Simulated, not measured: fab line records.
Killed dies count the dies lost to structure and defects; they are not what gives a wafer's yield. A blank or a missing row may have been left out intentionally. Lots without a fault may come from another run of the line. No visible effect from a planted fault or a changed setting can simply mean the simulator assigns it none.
fab line records	flow n5Finfet
record lots=7	wafers=21
route steps=1938 shown BEOL_M5@1160 BEOL_M6@1204 BEOL_M7@1267
startH: start of the lot's first displayed wafer, in hours after the record's first day	waitH: hours elapsed since this lot's preceding step	" repeats the value in the row above	L1.1+2: several wafers, shown together as one row	- value missing, or start not given	* or withheld: withheld	< > ~ a bound
route shown NAME@n: names a module that has steps shown in the file, with the first one's number in the route	usual: the fault-free wafers' mean and standard deviation	same: alike in all rows	chamber/n: place in a boat	sites: each site's reading	_std_site: standard deviation across them	_edge_site: mean of outer sites minus mean of inner sites	radiusMm: how far each site lies from the wafer's centre	mask NAME#n: copy n	behind: the tool/chamber that last shaped the wafer	hold: reason for holding the lot/hours on hold/outcome of the hold	device: names the non-switching transistor (n, p or np)	end of line: tests of these same wafers at the route's end	a step without rows: its recipe alone	killed: dies that structure and defects cost at the first sort, which is not the same as the wafer's yield	map: shows each die of a wafer: x if killed, . if not, _ if none is there
set.NAME: the setting that was run; set.NAME@STEP: the one run at that earlier step	model.NAME: the simulator's own value behind a step, which no gauge read
lots with deliberately changed settings; one table per step, one row per wafer
## steps
# step N5_BEOL_M5_TRENCH_ETCH_37
# recipe chemistry=C4F6/O2	targetDepthA=716.52	target=SiCOH_lowk	timeS=24.7	ionEnergyEv=250	pressureMtorr=30	sourceW=345	biasW=185	Ar_flow_sccm=300	C4F6_flow_sccm=10	O2_flow_sccm=10
lot.wafer	tool	chamber	startH	waitH	set.timeS	model.BEOL_M5.featureDepthNm	model.etch.depthNm
L081.1	rieDiel-02	1	-	-	24.7	72.8	72.74
L081.2	"	0	"	"	24.7	70.6	70.63
L081.3	"	2	"	"	26.81	76.8	76.87
L082.2	rieDiel-06	2	-	-	24.7	72.4	72.39
L082.4	"	0	"	"	24.7	70.4	70.35
L082.6	"	2	"	"	24.7	72.6	72.55
L084.2	rieDiel-01	3	-	-	29.92	85.4	85.32
L084.3	"	2	"	"	24.7	69.8	69.71
L084.6	"	0	"	"	24.7	69.8	69.9
L087.1	rieDiel-02	1	-	-	30.15	88.6	88.7
L087.2	"	0	"	"	24.7	73.4	73.39
L087.3	"	2	"	"	24.7	71.2	71.11
L090.2	rieDiel-02	1	-	-	24.7	72.2	72.2
L090.3	"	2	"	"	24.7	72.2	72.14
L090.5	"	0	"	"	24.7	72.4	72.36
L092.2	rieDiel-02	0	-	-	24.7	73.2	73.25
L092.4	"	3	"	"	24.7	70.4	70.3
L092.6	"	0	"	"	24.7	73	73.07
L091.2	rieDiel-06	0	-	-	24.7	73.2	73.17
L091.3	"	2	"	"	24.7	71.8	71.89
L091.6	"	2	"	"	24.7	72	71.94
# step N5_BEOL_M5_ETCH_41
# recipe chemistry=CH3F/O2	target=SiCN	targetDepthA=315	taperDeg=2	timeS=56.7	ionEnergyEv=120	maskMaterial=TiN	pressureMtorr=30	sourceW=395	biasW=75	Ar_flow_sccm=150	CH3F_flow_sccm=30	O2_flow_sccm=20
# step N5_BEOL_M5_STRIP_91
# recipe chemistry=N2/H2	timeS=10	powerW=450	tempC=40	pressureMtorr=20	rfFrequencyHz=6e+07	biasPowerW=7	n2FlowSccm=200	h2FlowSccm=200
# step N5_BEOL_M5_OCD_MEAS_38
# usual trenchDepthNm=71.4/1.2
lot.wafer	tool	chamber	startH	waitH	set.timeS@BEOL_M5_TRENCH_ETCH_37	trenchDepthNm
L081.1	ocd-02	-	210.63	-	24.7	72.8
L081.2	"	-	"	"	24.7	70.8
L081.3	"	-	"	"	26.81	76.7
L082.2	ocd-01	-	216.49	-	24.7	72.1
L082.4	"	-	"	"	24.7	69.7
L082.6	"	-	"	"	24.7	71.9
L084.2	ocd-01	-	223.10	-	29.92	85.5
L084.3	"	-	"	"	24.7	69.8
L084.6	"	-	"	"	24.7	70.3
L087.1	ocd-02	-	254.05	-	30.15	88.5
L087.2	"	-	"	"	24.7	73.7
L087.3	"	-	"	"	24.7	71.3
L090.2	ocd-01	-	285.68	-	24.7	71.6
L090.3	"	-	"	"	24.7	72.5
L090.5	"	-	"	"	24.7	72.8
L092.2	ocd-01	-	286.21	-	24.7	73.5
L092.4	"	-	"	"	24.7	69.8
L092.6	"	-	"	"	24.7	73.1
L091.2	ocd-02	-	286.41	-	24.7	72.9
L091.3	"	-	"	"	24.7	71.9
L091.6	"	-	"	"	24.7	72.0
# step N5_BEOL_M5_HM_STRIP_39
# recipe chemistry=peroxideTinStrip	material=TiN	targetDepthA=250	tempC=50	timeS=158
# step N5_BEOL_M5_SRD_40
# recipe timeS=30	tempC=23	rinseLiquid=diw	dry=ipaMarangoni
# step N5_BEOL_M5_ECD_50
# recipe material=Cu	targetThkA=3000
# step N5_BEOL_M5_ANNEAL_51
# recipe tempC=225	timeS=90	ambient=N2
# step N5_BEOL_M5_CMP_52
# recipe stopOn=SiCOH_lowk	tOverpolishS=6.9	downForcePsi=1	platenRpm=50	clearingPlatenDownForcePsi=1.5	clearingPlatenRpm=50	postCmpClean=cuAlkaline	targetThkNm=62	clearingPlatenPadVelocityMS=0.99484	padVelocityMS=0.99484
lot.wafer	tool	chamber	startH	waitH	set.timeS@BEOL_M5_TRENCH_ETCH_37	model.Cu_of_BEOL_M5_ECD_50.thkNm
L081.2	cmp-03	3	217.16	0.2	24.7	61.8
L081.3	"	1	"	"	26.81	65.2
L081.1	"	2	"	"	24.7	62.2
L082.4	cmp-04	1	222.98	0.3	24.7	63.4
L082.2	"	3	"	"	24.7	63.6
L082.6	"	1	"	"	24.7	64.4
L084.2	cmp-04	1	229.12	0.2	29.92	78.2
L084.3	"	2	"	"	24.7	62.2
L084.6	"	1	"	"	24.7	62.4
L087.3	cmp-04	0	260.13	0.2	24.7	60.6
L087.2	"	1	"	"	24.7	64.4
L087.1	"	2	"	"	30.15	79.4
L090.2	cmp-03	3	291.64	0.2	24.7	62.6
L090.3	"	2	"	"	24.7	63.4
L090.5	"	0	"	"	24.7	63
L092.2	cmp-03	1	292.90	0.2	24.7	64.4
L092.4	"	2	"	"	24.7	61.6
L092.6	"	1	"	"	24.7	65.2
L091.2	cmp-02	2	293.51	0.2	24.7	61.8
L091.3	"	0	"	"	24.7	61.2
L091.6	"	3	"	"	24.7	59.4
# step N5_BEOL_M5_PRE_CLEAN_77
# recipe gas=NH3/H2	timeS=15	tempC=*	rfPowerW=300
# step N5_BEOL_M5_PRE_CLEAN_55
# recipe gas=NH3	timeS=15	tempC=withheld	rfPowerW=300
# step N5_BEOL_M5_DEP_56
# recipe material=SiCN	targetThkA=80	tempC=withheld	precursor=3MS/NH3	pressureTorr=3	rfW=202	timeS=14
# step N5_BEOL_M5_RS_MEAS_57
# recipe thkMeasGauge=four-point-probe	reads=Co_of_BEOL_M5_CO_CAP_78+Cu_of_BEOL_M5_ECD_50+Co_of_BEOL_M5_CVD_47+TaN_of_BEOL_M5_ALD_86
# usual M5_RS=0.387/0.014
lot.wafer	tool	chamber	startH	waitH	set.timeS@BEOL_M5_TRENCH_ETCH_37	M5_RS[ohm/sq]
L081.1	filmMetro-01	-	217.75	0.1	24.7	0.385
L081.2	"	-	"	"	24.7	0.388
L081.3	"	-	"	"	26.81	0.363
L082.2	filmMetro-02	-	223.56	0.1	24.7	0.373
L082.4	"	-	"	"	24.7	0.376
L082.6	"	-	"	"	24.7	0.368
L084.2	filmMetro-02	-	229.70	0.1	29.92	0.293
L084.3	"	-	"	"	24.7	0.385
L084.6	"	-	"	"	24.7	0.383
L087.1	filmMetro-02	-	260.65	0.0	30.15	0.287
L087.2	"	-	"	"	24.7	0.370
L087.3	"	-	"	"	24.7	0.397
L090.2	filmMetro-01	-	292.20	0.1	24.7	0.382
L090.3	"	-	"	"	24.7	0.376
L090.5	"	-	"	"	24.7	0.379
L092.2	filmMetro-02	-	293.45	0.1	24.7	0.369
L092.4	"	-	"	"	24.7	0.389
L092.6	"	-	"	"	24.7	0.363
L091.2	filmMetro-01	-	294.10	0.1	24.7	0.388
L091.3	"	-	"	"	24.7	0.393
L091.6	"	-	"	"	24.7	0.407
# step N5_BEOL_M6_EXPOSE_08
# recipe maskId=M6	na=1.35	sourceShape=dipole	sigmaInner=0.817	sigmaOuter=0.97	polarization=te	doseMj=68.25
lot.wafer	tool	chamber	startH	waitH	mask	set.doseMj
L081.1+3	arfiScanner-03	0	220.75	-	M6#0	73.02
L081.2	"	0	"	"	M6#0	68.25
L082.2+4+6	arfiScanner-01	0	228.58	-	M6#0	68.25
L084.2+6	arfiScanner-03	0	232.10	-	M6#0	68.25
L084.3	"	0	"	"	M6#0	65.1
L087.1	arfiScanner-03	0	262.00	-	M6#0	63.62
L087.2+3	"	0	"	"	M6#0	68.25
L090.2	arfiScanner-01	0	293.87	-	M6#0	65.9
L090.3+5	"	0	"	"	M6#0	68.25
L092.2+4+6	arfiScanner-02	0	296.03	-	M6#0	69.86
L091.2+6	arfiScanner-03	0	296.19	-	M6#0	68.25
L091.3	"	0	"	"	M6#0	65.57
# step N5_BEOL_M6_PEB_09
# recipe pebTempC=withheld	pebTimeS=60	resist=CAR-ArF
# step N5_BEOL_M6_DEVELOP_10
# recipe developTimeS=30	developer=TMAH	resist=CAR-ArF	rinseLiquid=diw	dry=airSpin	devTempC=23
# step N5_BEOL_M6_CD_MEAS_11
# recipe targetCdNm=38.5	landingEnergyEv=500	detector=seInlens	polarity=opening
# usual cdNm=38.5/0.52
lot.wafer	tool	chamber	startH	waitH	set.doseMj@BEOL_M6_EXPOSE_08	cdNm
L081.1	cdSem-02	0	220.88	-	73.02	42.2
L081.2	"	0	"	"	68.25	38.1
L081.3	"	0	"	"	73.02	42.0
L082.2	cdSem-01	0	228.70	-	68.25	38.1
L082.4	"	0	"	"	68.25	38.5
L082.6	"	0	"	"	68.25	38.5
L084.2	cdSem-03	0	232.22	-	68.25	38.4
L084.3	"	0	"	"	65.1	35.9
L084.6	"	0	"	"	68.25	38.5
L087.1	cdSem-01	0	262.13	-	63.62	35.3
L087.2	"	0	"	"	68.25	38.9
L087.3	"	0	"	"	68.25	38.7
L090.2	cdSem-02	0	293.99	-	65.9	36.7
L090.3	"	0	"	"	68.25	38.5
L090.5	"	0	"	"	68.25	37.8
L092.2	cdSem-02	0	296.15	-	69.86	40.2
L092.4	"	0	"	"	69.86	39.8
L092.6	"	0	"	"	69.86	40.1
L091.2	cdSem-02	0	296.32	-	68.25	38.2
L091.3	"	0	"	"	65.57	36.4
L091.6	"	0	"	"	68.25	38.2
# step N5_BEOL_M6_DESCUM_16
# recipe chemistry=O2	timeS=7.9	sourcePowerW=50	biasPowerW=20	pressureMtorr=20	rfFrequencyHz=2.712e+07	tempC=40	resist=CAR-ArF	o2FlowSccm=225
# step N5_BEOL_M6_ETCH_61
# recipe chemistry=CF4	target=SiARC	targetDepthA=455	maskMaterial=CAR-ArF	timeS=75.8	ionEnergyEv=80	pressureMtorr=40	sourceW=545	biasW=36	Ar_flow_sccm=100	cf4FlowSccm=100	ends=cleared
lot.wafer	tool	chamber	startH	waitH	set.doseMj@BEOL_M6_EXPOSE_08	model.BEOL_M6.cdOffsetNm
L081.1	rieDiel-04	1	221.31	0.0	73.02	4
L081.2	"	0	"	"	68.25	-0.2
L081.3	"	2	"	"	73.02	3.6
L082.2	rieDiel-05	1	228.82	0.0	68.25	-0.4
L082.4	"	2	"	"	68.25	0.2
L082.6	"	1	"	"	68.25	-0.2
L084.2	rieDiel-03	1	232.68	0.0	68.25	0.2
L084.3	"	2	"	"	65.1	-2.6
L084.6	"	2	"	"	68.25	-0.2
L087.1	rieDiel-05	3	262.26	0.0	63.62	-3.4
L087.2	"	2	"	"	68.25	0.4
L087.3	"	1	"	"	68.25	0
L090.2	rieDiel-04	3	294.17	0.0	65.9	-1.4
L090.3	"	1	"	"	68.25	-0.2
L090.5	"	3	"	"	68.25	-0.4
L092.2	rieDiel-03	2	296.27	0.0	69.86	2.2
L092.4	"	1	"	"	69.86	1.4
L092.6	"	2	"	"	69.86	1.6
L091.2+6	rieDiel-04	3	296.44	0.0	68.25	-0.2
L091.3	"	0	"	"	65.57	-2
# step N5_BEOL_M6_ETCH_62
# recipe chemistry=N2/H2	target=SOC	targetDepthA=1100	overetchA=220	maskMaterial=SiARC	tempC=40	timeS=165	ionEnergyEv=200	pressureMtorr=30	sourceW=840	biasW=150	n2FlowSccm=200	h2FlowSccm=200
# usual rfVppV=523.8/2.3
lot.wafer	tool	chamber	startH	waitH	set.biasW	set.doseMj@BEOL_M6_EXPOSE_08	rfVppV	model.SiARC_of_BEOL_M6_COAT_60.thkNm	model.BEOL_M6.cdOffsetNm
L081.1	rieDiel-04	1	221.36	0.0	173.6	73.02	577.1	27.2	3.6
L081.2	"	0	"	"	173.6	68.25	577.6	27.6	-0.2
L081.3	"	2	"	"	150	73.02	524.0	28.6	3.8
L082.2	rieDiel-05	1	228.88	0.0	150	68.25	522.9	29	-0.6
L082.4	"	2	"	"	150	68.25	530.0	28.4	0.2
L082.6	"	1	"	"	150	68.25	523.2	29	-0.2
L084.2	rieDiel-03	1	232.74	0.0	150	68.25	522.0	28	1
L084.3	"	2	"	"	150	65.1	525.8	28.4	-2.6
L084.6	"	2	"	"	157.8	68.25	542.6	28	-0.2
L087.1	rieDiel-05	3	262.31	0.0	174.5	63.62	579.3	27.6	-3.4
L087.2	"	2	"	"	174.5	68.25	581.1	26.8	0.6
L087.3	"	1	"	"	150	68.25	522.9	28.8	0
L090.2	rieDiel-04	3	294.22	0.0	150	65.9	520.9	28.4	-2.2
L090.3	"	1	"	"	150	68.25	524.9	28.4	0.2
L090.5	"	3	"	"	150	68.25	520.8	28.4	-0.8
L092.2	rieDiel-03	2	296.33	0.0	150	69.86	524.9	28.2	1.8
L092.4	"	1	"	"	150	69.86	520.8	28.2	1.6
L092.6	"	2	"	"	131.7	69.86	482.9	29.2	1.4
L091.2	rieDiel-04	3	296.50	0.0	150	68.25	522.4	28.4	-0.6
L091.3	"	0	"	"	150	65.57	525.5	28.8	-2
L091.6	"	3	"	"	124.6	68.25	463.7	30	-0.4
# step N5_BEOL_M6_STRIP_68
# recipe chemistry=N2/H2	tempC=40	n2FlowSccm=200	h2FlowSccm=200	rfFrequencyHz=6e+07
# step N5_BEOL_M6_STRIP_67
# recipe chemistry=CF4	resist=SiARC	powerW=300	biasPowerW=75	pressureMtorr=50	cf4FlowSccm=150	rfFrequencyHz=6e+07
# step N5_BEOL_M6_HM_OPEN_17
# recipe chemistry=Cl2/BCl3	targetDepthA=200	overetchA=60	target=TiN	maskMaterial=SOC	ionEnergyEv=150	pressureMtorr=10	icpW=1000	biasW=126	Cl2_flow_sccm=53.25	bcl3FlowSccm=21.75	Ar_flow_sccm=25
lot.wafer	tool	chamber	startH	waitH	set.doseMj@BEOL_M6_EXPOSE_08	model.BEOL_M6.cdOffsetNm
L081.1	rieMetal-02	1	221.55	0.0	73.02	3.6
L081.2	"	0	"	"	68.25	-0.4
L081.3	"	1	"	"	73.02	3.8
L082.2	rieMetal-03	0	229.07	0.0	68.25	-0.6
L082.4	"	0	"	"	68.25	0.2
L082.6	"	0	"	"	68.25	-0.4
L084.2	rieMetal-01	0	232.92	0.0	68.25	0.8
L084.3	"	0	"	"	65.1	-2.6
L084.6	"	1	"	"	68.25	-0.2
L087.1	rieMetal-01	1	262.50	0.0	63.62	-3.2
L087.2	"	0	"	"	68.25	0.6
L087.3	"	0	"	"	68.25	-0.2
L090.2	rieMetal-02	1	294.41	0.0	65.9	-2.2
L090.3	"	0	"	"	68.25	0.2
L090.5	"	0	"	"	68.25	-0.8
L092.2	rieMetal-02	1	296.52	0.0	69.86	2
L092.4	"	0	"	"	69.86	1.8
L092.6	"	1	"	"	69.86	1.6
L091.2	rieMetal-01	1	296.68	0.0	68.25	-0.8
L091.3	"	1	"	"	65.57	-2.2
L091.6	"	1	"	"	68.25	-0.6
# step N5_BEOL_M6_STRIP_19
# recipe chemistry=O2	powerW=400	tempC=40	pressureMtorr=30	rfFrequencyHz=6e+07	biasPowerW=0	overashFraction=0.2	o2FlowSccm=225
# step N5_BEOL_M6_CD_MEAS_18
# recipe pitchNm=80	targetCdNm=40
# usual cdNm=39.9/0.57
lot.wafer	tool	chamber	startH	waitH	set.doseMj@BEOL_M6_EXPOSE_08	cdNm
L081.1	cdSem-02	-	221.76	0.0	73.02	43.6
L081.2	"	-	"	"	68.25	39.6
L081.3	"	-	"	"	73.02	43.7
L082.2	cdSem-01	-	229.32	0.1	68.25	39.4
L082.4	"	-	"	"	68.25	40.2
L082.6	"	-	"	"	68.25	39.7
L084.2	cdSem-01	-	233.10	0.1	68.25	41.0
L084.3	"	-	"	"	65.1	37.5
L084.6	"	-	"	"	68.25	39.6
L087.1	cdSem-01	-	262.70	0.1	63.62	36.7
L087.2	"	-	"	"	68.25	40.5
L087.3	"	-	"	"	68.25	39.7
L090.2	cdSem-03	-	294.59	0.1	65.9	38.1
L090.3	"	-	"	"	68.25	40.1
L090.5	"	-	"	"	68.25	39.3
L092.2	cdSem-01	-	296.70	0.1	69.86	41.8
L092.4	"	-	"	"	69.86	41.8
L092.6	"	-	"	"	69.86	41.5
L091.2	cdSem-02	-	296.87	0.1	68.25	39.1
L091.3	"	-	"	"	65.57	37.8
L091.6	"	-	"	"	68.25	39.3
# step N5_BEOL_M6_COAT_63
# recipe resist=SOC	tempC=250	timeS=60	spinRpm=1500	resistThkNm=60
# step N5_BEOL_M6_COAT_64
# recipe resist=SiARC	tempC=220	timeS=60	spinRpm=1500	resistThkNm=12
# step N5_BEOL_M6_PRECLEAN_42
# recipe chemistry=residueRemover	timeS=60	tempC=40
# step N5_BEOL_M6_SRD_43
# recipe timeS=30	tempC=23	rinseLiquid=diw	dry=ipaMarangoni
# step N5_BEOL_M6_CD_MEAS_35
# recipe targetCdNm=40	targetCdYNm=28	polarity=opening
# usual cdNm=40.0/0.6
lot.wafer	tool	chamber	startH	waitH	set.doseMj@BEOL_M6_EXPOSE_08	cdNm
L081.1	cdSem-03	-	223.13	0.0	73.02	43.4
L081.2	"	-	"	"	68.25	39.6
L081.3	"	-	"	"	73.02	44.1
L082.2	cdSem-02	-	231.60	0.0	68.25	39.7
L082.4	"	-	"	"	68.25	40.1
L082.6	"	-	"	"	68.25	40.0
L084.2	cdSem-03	-	234.62	0.0	68.25	41.0
L084.3	"	-	"	"	65.1	37.4
L084.6	"	-	"	"	68.25	40.2
L087.1	cdSem-03	-	265.55	0.0	63.62	36.8
L087.2	"	-	"	"	68.25	40.8
L087.3	"	-	"	"	68.25	40.2
L090.2	cdSem-01	-	295.73	0.0	65.9	38.0
L090.3	"	-	"	"	68.25	40.5
L090.5	"	-	"	"	68.25	39.4
L092.2	cdSem-03	-	298.62	0.0	69.86	42.1
L092.4	"	-	"	"	69.86	41.4
L092.6	"	-	"	"	69.86	41.2
L091.2	cdSem-03	-	299.05	0.0	68.25	39.3
L091.3	"	-	"	"	65.57	37.8
L091.6	"	-	"	"	68.25	39.2
# step N5_BEOL_M7_HM_DEP_02
# recipe material=TiN	targetThkA=200	tempC=25	chamberPressurePa=0.49996
lot.wafer	tool	chamber	startH	waitH	set.targetThkA	model.TiN_of_BEOL_M7_HM_DEP_02.thkNm
L081.1+2+3	pvdSputter-01	-	228.70	0.8	200	20
L082.2	pvdSputter-01	-	235.05	0.4	200	20.2
L082.4+6	"	-	"	"	200	20.4
L084.2	pvdSputter-02	-	238.22	0.7	225.8	22.2
L084.3	"	-	"	"	200	19.4
L084.6	"	-	"	"	200	19.8
L087.1+2	pvdSputter-01	-	271.51	2.7	187	18.4
L087.3	"	-	"	"	200	20
L090.2	pvdSputter-01	-	299.24	0.5	200	20.4
L090.3+5	"	-	"	"	200	20.2
L092.2	pvdSputter-02	-	302.63	1.3	200	20.2
L092.4	"	-	"	"	226.6	22.6
L092.6	"	-	"	"	226.6	23.2
L091.2	pvdSputter-03	-	304.98	0.7	178.6	17.8
L091.3	"	-	"	"	178.6	18
L091.6	"	-	"	"	200	20
# step N5_BEOL_M7_COAT_59
# recipe resist=SOC	tempC=250	timeS=60	spinRpm=1500	resistThkNm=100
# step N5_BEOL_M7_COAT_60
# recipe resist=SiARC	tempC=220	timeS=60	spinRpm=1500	resistThkNm=35
# step N5_BEOL_M7_STRIP_68
# recipe chemistry=N2/H2	tempC=40	n2FlowSccm=200	h2FlowSccm=200	rfFrequencyHz=6e+07
# step N5_BEOL_M7_STRIP_67
# recipe chemistry=CF4	resist=SiARC	powerW=300	biasPowerW=75	pressureMtorr=50	cf4FlowSccm=150	rfFrequencyHz=6e+07
# step N5_BEOL_M7_HM_OPEN_17
# recipe chemistry=Cl2/BCl3	targetDepthA=200	overetchA=60	target=TiN	maskMaterial=SOC	ionEnergyEv=150	pressureMtorr=10	icpW=1000	biasW=126	Cl2_flow_sccm=53.25	bcl3FlowSccm=21.75	Ar_flow_sccm=25
lot.wafer	tool	chamber	startH	waitH	set.targetThkA@BEOL_M7_HM_DEP_02	model.etch.depthNm
L081.1	rieMetal-03	1	229.75	0.0	200	19.95
L081.2	"	0	"	"	200	20.04
L081.3	"	1	"	"	200	19.96
L082.2	rieMetal-03	0	235.92	0.0	200	20.23
L082.4	"	1	"	"	200	20.33
L082.6	"	1	"	"	200	20.39
L084.2	rieMetal-03	0	239.24	0.0	225.8	22.26
L084.3	"	0	"	"	200	19.49
L084.6	"	0	"	"	200	19.84
L087.1	rieMetal-01	0	272.25	0.0	187	18.41
L087.2	"	1	"	"	187	18.38
L087.3	"	0	"	"	200	20.01
L090.2	rieMetal-02	0	300.45	0.0	200	20.48
L090.3	"	0	"	"	200	20.22
L090.5	"	1	"	"	200	20.21
L092.2	rieMetal-03	1	303.52	0.0	200	20.28
L092.4	"	1	"	"	226.6	22.65
L092.6	"	1	"	"	226.6	23.11
L091.2	rieMetal-02	1	305.84	0.0	178.6	17.79
L091.3	"	0	"	"	178.6	17.98
L091.6	"	1	"	"	200	20.08
## key
split step=N5_BEOL_M5_TRENCH_ETCH_37	setting=timeS	stated=24.7	by=wafer
response step=N5_BEOL_M5_TRENCH_ETCH_37	reading=model.BEOL_M5.featureDepthNm	change=+0.728	per=1%	r=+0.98
response step=N5_BEOL_M5_TRENCH_ETCH_37	reading=model.etch.depthNm	change=+0.73	per=1%	r=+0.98
response step=N5_BEOL_M5_OCD_MEAS_38	reading=trenchDepthNm	change=+0.718	per=1%	r=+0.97
response step=N5_BEOL_M5_CMP_52	reading=model.Cu_of_BEOL_M5_ECD_50.thkNm	change=+0.732	per=1%	r=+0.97
response step=N5_BEOL_M5_RS_MEAS_57	reading=M5_RS	change=-0.00423	per=1%	r=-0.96
split step=N5_BEOL_M6_EXPOSE_08	setting=doseMj	stated=68.25	by=wafer
response step=N5_BEOL_M6_CD_MEAS_11	reading=cdNm	change=+0.531	per=1%	r=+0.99
response step=N5_BEOL_M6_ETCH_61	reading=model.BEOL_M6.cdOffsetNm	change=+0.524	per=1%	r=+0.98
response step=N5_BEOL_M6_ETCH_62	reading=model.BEOL_M6.cdOffsetNm	change=+0.548	per=1%	r=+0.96
response step=N5_BEOL_M6_HM_OPEN_17	reading=model.BEOL_M6.cdOffsetNm	change=+0.541	per=1%	r=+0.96
response step=N5_BEOL_M6_CD_MEAS_18	reading=cdNm	change=+0.526	per=1%	r=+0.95
response step=N5_BEOL_M6_CD_MEAS_35	reading=cdNm	change=+0.568	per=1%	r=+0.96
split step=N5_BEOL_M6_ETCH_62	setting=biasW	stated=150	by=wafer
response step=N5_BEOL_M6_ETCH_62	reading=rfVppV	change=+3.46	per=1%	r=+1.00
response step=N5_BEOL_M6_ETCH_62	reading=model.SiARC_of_BEOL_M6_COAT_60.thkNm	change=-0.0839	per=1%	r=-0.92
split step=N5_BEOL_M7_HM_DEP_02	setting=targetThkA	stated=200	by=wafer
response step=N5_BEOL_M7_HM_DEP_02	reading=model.TiN_of_BEOL_M7_HM_DEP_02.thkNm	change=+0.205	per=1%	r=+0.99
response step=N5_BEOL_M7_HM_OPEN_17	reading=model.etch.depthNm	change=+0.204	per=1%	r=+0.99
